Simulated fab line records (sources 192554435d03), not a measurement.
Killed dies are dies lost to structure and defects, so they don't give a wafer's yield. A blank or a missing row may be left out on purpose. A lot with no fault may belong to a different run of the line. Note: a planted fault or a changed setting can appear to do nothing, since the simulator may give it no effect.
Matching of chambers :: flow n5_finfet :: N5_PMOS_HMC_CHANNEL_EPI_CMP_21 on cmp-03 has 4 sister chambers
The step polishes SiGe30, target thk 54 nm. 14 wafers are shown with their chamber, then 7 later ones without.

WAFERS WITH THEIR CHAMBER
wafer: L870.1
chamber: 1
motor_current_A (A): 12.2

wafer: L870.5
chamber: 3
motor_current_A (A): 13.4

wafer: L870.6
chamber: 2
motor_current_A (A): 11.4

wafer: L871.1
chamber: 3
motor_current_A (A): 13.8

wafer: L871.4
chamber: 1
motor_current_A (A): 12.5

wafer: L871.6
chamber: 1
motor_current_A (A): 13.2

wafer: L873.3
chamber: 0
motor_current_A (A): 11.7

wafer: L873.4
chamber: 3
motor_current_A (A): 13.1

wafer: L873.5
chamber: 1
motor_current_A (A): 12.5

wafer: L879.2
chamber: 0
motor_current_A (A): 11.8

wafer: L879.3
chamber: 1
motor_current_A (A): 13.1

wafer: L879.4
chamber: 2
motor_current_A (A): 11.6

wafer: L881.2
chamber: 1
motor_current_A (A): 12.7

wafer: L881.3
chamber: 2
motor_current_A (A): 11.7

SIGNATURES (means of the wafers above)
reading: motor_current_A
chamber 0: 11.750
chamber 1: 12.700
chamber 2: 11.567
chamber 3: 13.433
scatter within a chamber: 0.322
Rule: for each reading, subtract the chamber's mean from the wafer's reading, divide by that reading's scatter and square the result; add these up over the readings and take the root, which gives the wafer's distance from the chamber. If the next closest chamber is less than 2 further off than the closest, the wafer can't be placed; otherwise it belongs to the closest. How the scatter is found: for the shown wafers, subtract from each reading the mean of its chamber, square and add these, divide the total by (wafers less chambers), then take the root.

WAFERS WITHOUT THEIR CHAMBER
wafer: L881.4
motor_current_A (A): 13.7

wafer: L882.2
motor_current_A (A): 13.0

wafer: L882.4
motor_current_A (A): 13.1

wafer: L882.5
motor_current_A (A): 12.4

wafer: L884.2
motor_current_A (A): 12.0

wafer: L884.4
motor_current_A (A): 11.0

wafer: L884.6
motor_current_A (A): 11.6

THE CHAMBER EACH PASSED THROUGH
wafer: L881.4
from the rows above: 3
in truth: 3

wafer: L882.2
from the rows above: can't be placed: 1 or 3
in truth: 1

wafer: L882.4
from the rows above: can't be placed: 3 or 1
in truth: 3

wafer: L882.5
from the rows above: can't be placed: 1 or 0 or 2
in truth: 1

wafer: L884.2
from the rows above: can't be placed: 0 or 2 or 1
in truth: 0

wafer: L884.4
from the rows above: can't be placed: 2 or 0
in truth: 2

wafer: L884.6
from the rows above: can't be placed: 2 or 0
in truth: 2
Correctly placed: 1 of 7. Not placeable from these rows: 6 (in 6, the candidates include the true chamber). Number placed wrongly: 0.
